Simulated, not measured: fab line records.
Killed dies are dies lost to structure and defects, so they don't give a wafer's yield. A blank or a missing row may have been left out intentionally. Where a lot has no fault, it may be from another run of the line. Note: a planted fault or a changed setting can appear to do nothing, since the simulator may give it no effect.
Which tool is to blame? ; flow nand-harc ; Sampling: 14 lots, 42 wafers, 4 of 1302 route steps

## WHAT EACH GAUGE READ, for each wafer
The record lacks any reading of a measuring or inspecting step that a usual standard deviation could be used to judge.

## TOOL THAT RAN EACH LOT (tool first, then ch and the chambers of the sampled wafers, then the start)
lot;NHARC_A_BONDPAD_ANNEAL_28;NHARC_THIN_TSV_DEP_43;NHARC_THIN_TSV_DEVELOP_11;NHARC_THIN_TSV_ETCHBACK_48
L170;rtp-anneal-02 ch 0, day 23 14:40;pecvd-04 ch 0,1,2, day 24 04:56;litho-track-02 ch 0, day 24 05:00;rie-diel-04 ch 0,2,3, day 24 08:13
L172;rtp-anneal-01 ch 0, day 23 21:04;pecvd-03 ch 0,2, day 24 09:35;litho-track-05 ch 0, day 24 10:00;rie-diel-04 ch 1,2, day 24 12:39
L173;rtp-anneal-01 ch 0, day 24 21:45;pecvd-03 ch 1,2, day 25 17:35;litho-track-05 ch 0, day 25 18:00;rie-diel-04 ch 0,2, day 25 20:41
L175;rtp-anneal-01 ch 0, day 25 08:49;pecvd-04 ch 0,1, day 26 03:49;litho-track-03 ch 0, day 26 04:00;rie-diel-06 ch 0,1,2, day 26 06:50
L174;rtp-anneal-02 ch 0, day 25 23:28;pecvd-03 ch 0,1,2, day 26 12:24;litho-track-05 ch 0, day 26 12:00;rie-diel-04 ch 0,1, day 26 15:19
L178;rtp-anneal-01 ch 0, day 26 15:53;pecvd-03 ch 1,2, day 27 05:24;litho-track-05 ch 0, day 27 06:00;rie-diel-01 ch 0,2,3, day 27 08:28
L176;rtp-anneal-01 ch 0, day 26 18:41;pecvd-01 ch 0,1, day 27 04:10;litho-track-05 ch 0, day 27 04:00;rie-diel-04 ch 0,1,3, day 27 07:17
L184;rtp-anneal-01 ch 0, day 29 12:58;pecvd-04 ch 0,1, day 30 03:13;litho-track-03, day 30 03:00;rie-diel-01 ch 1,2, day 30 06:40
L185;rtp-anneal-02 ch 0, day 29 14:50;pecvd-04 ch 0,1,2, day 30 04:29;litho-track-03, day 30 05:00;rie-diel-04 ch 2,3, day 30 07:51
L188;rtp-anneal-02 ch 0, day 30 13:57;pecvd-04 ch 0,1,2, day 31 02:19;litho-track-05 ch 0, day 31 02:00;rie-diel-01 ch 0,3, day 31 05:14
L189;rtp-anneal-01 ch 0, day 31 05:43;pecvd-01 ch 0,2, day 32 01:43;litho-track-05 ch 0, day 32 02:00;rie-diel-01 ch 1,2,3, day 32 04:52
L192;rtp-anneal-01 ch 0, day 31 12:47;pecvd-04 ch 0,1,2, day 32 04:10;litho-track-02 ch 0, day 32 04:00;rie-diel-01 ch 0,2,3, day 32 07:13
L190;rtp-anneal-02 ch 0, day 31 13:05;pecvd-03 ch 0,2, day 32 02:58;litho-track-03 ch 0, day 32 03:00;rie-diel-06 ch 0,1,3, day 32 05:58
L193;rtp-anneal-01 ch 0, day 33 06:12;pecvd-04 ch 0,1,2, day 33 18:24;litho-track-05 ch 0, day 33 18:00;rie-diel-06 ch 0,1,2, day 33 21:17
- NHARC_A_BONDPAD_ANNEAL_28: time 90 s.
- NHARC_THIN_TSV_DEP_43: deposits SiO2, target thk 1328.5 nm.
- NHARC_THIN_TSV_DEVELOP_11: time 70 s.
- NHARC_THIN_TSV_ETCHBACK_48: etches the open film in C4F8/Ar, target depth 1028.5 nm, time 405.17 s.

## WHAT THE TOOLS THEMSELVES READ (means of the sampled wafers that have a number; where no wafer has one, the mark that the record gives instead)
NHARC_A_BONDPAD_ANNEAL_28.
lot;tool;anneal-temp-c (C);wafer_temp_C_max
L170;rtp-anneal-02;224.76;225.8
L172;rtp-anneal-01;224.99;226.4
L173;rtp-anneal-01;225.14;226.3
L175;rtp-anneal-01;224.86;226.2
L174;rtp-anneal-02;225.20;225.7
L178;rtp-anneal-01;224.95;226.3
L176;rtp-anneal-01;225.03;226.0
L184;rtp-anneal-01;224.97;226.5
L185;rtp-anneal-02;225.06;225.9
L188;rtp-anneal-02;224.82;225.7
L189;rtp-anneal-01;225.01;226.1
L192;rtp-anneal-01;224.96;226.4
L190;rtp-anneal-02;224.91;225.8
L193;rtp-anneal-01;225.02;226.1

NHARC_THIN_TSV_DEP_43.
lot;tool;throttle-valve-pct (%)
L170;pecvd-04;16.4
L172;pecvd-03;15.6
L173;pecvd-03;15.6
L175;pecvd-04;16.1
L174;pecvd-03;15.7
L178;pecvd-03;15.8
L176;pecvd-01;15.7
L184;pecvd-04;16.2
L185;pecvd-04;16.4
L188;pecvd-04;16.6
L189;pecvd-01;15.4
L192;pecvd-04;16.5
L190;pecvd-03;15.8
L193;pecvd-04;16.6

NHARC_THIN_TSV_DEVELOP_11.
lot;tool;chill-plate-temp-C (C);exhaust-pa (Pa)
L170;litho-track-02;23.10;45.7
L172;litho-track-05;23.02;44.6
L173;litho-track-05;22.97;44.3
L175;litho-track-03;22.98;45.1
L174;litho-track-05;22.99;45.7
L178;litho-track-05;23.03;45.0
L176;litho-track-05;23.11;46.3
L184;litho-track-03;-;-
L185;litho-track-03;-;-
L188;litho-track-05;22.88;45.2
L189;litho-track-05;22.92;45.4
L192;litho-track-02;23.01;45.2
L190;litho-track-03;22.96;44.1
L193;litho-track-05;23.00;45.3

NHARC_THIN_TSV_ETCHBACK_48.
lot;tool;bias-w (W);oes-product-au (a.u.);rf-vpp-V (V)
L170;rie-diel-04;300.3;0.97;545.7
L172;rie-diel-04;300.6;1.00;548.6
L173;rie-diel-04;300.5;0.93;547.2
L175;rie-diel-06;299.8;0.91;547.5
L174;rie-diel-04;300.0;0.93;549.6
L178;rie-diel-01;300.0;0.92;544.9
L176;rie-diel-04;300.7;0.93;546.8
L184;rie-diel-01;300.4;0.92;546.0
L185;rie-diel-04;300.0;0.93;545.1
L188;rie-diel-01;300.6;0.93;544.2
L189;rie-diel-01;299.7;0.99;544.7
L192;rie-diel-01;299.0;1.00;543.8
L190;rie-diel-06;299.7;0.92;547.8
L193;rie-diel-06;300.9;0.97;547.3

## THE ANSWER, worked out from the rows above alone
Rule: the usual values come from the lots themselves. The widest of any qualifying gaps counts: lots, ordered by their means at a reading, are off when they make up no more than a third of the lots, leave a main group of 4 or more, and stand apart from it by 3 or more times the standard deviation of that group's means. A main group is skipped when, at the precision printed for the reading in the tables above, its means are all equal. A lot without any number at a reading at which 4 lots or more have one is off too. Where the step has rows for the other lots, those lots are counted as sound. First the gauges in route order, then the tools' own readings, where a lot's mean is used as printed above. The first step at which some lot is off is used, and at that step the reading that is off furthest; a lot without a number counts as furthest.
Off: L184, L185 (NHARC_THIN_TSV_DEVELOP_11, chill-plate-temp-C). Without a number there: L184, L185. The main group: mean 23.00 C, standard deviation 0.063.
If a tool, at that step or one of the process steps before it, ran each lot that is off and ran no sound lot following the first of them, it fits. No candidate that was tried fits.

## WHAT HAD BEEN PUT IN BY THE SIMULATOR
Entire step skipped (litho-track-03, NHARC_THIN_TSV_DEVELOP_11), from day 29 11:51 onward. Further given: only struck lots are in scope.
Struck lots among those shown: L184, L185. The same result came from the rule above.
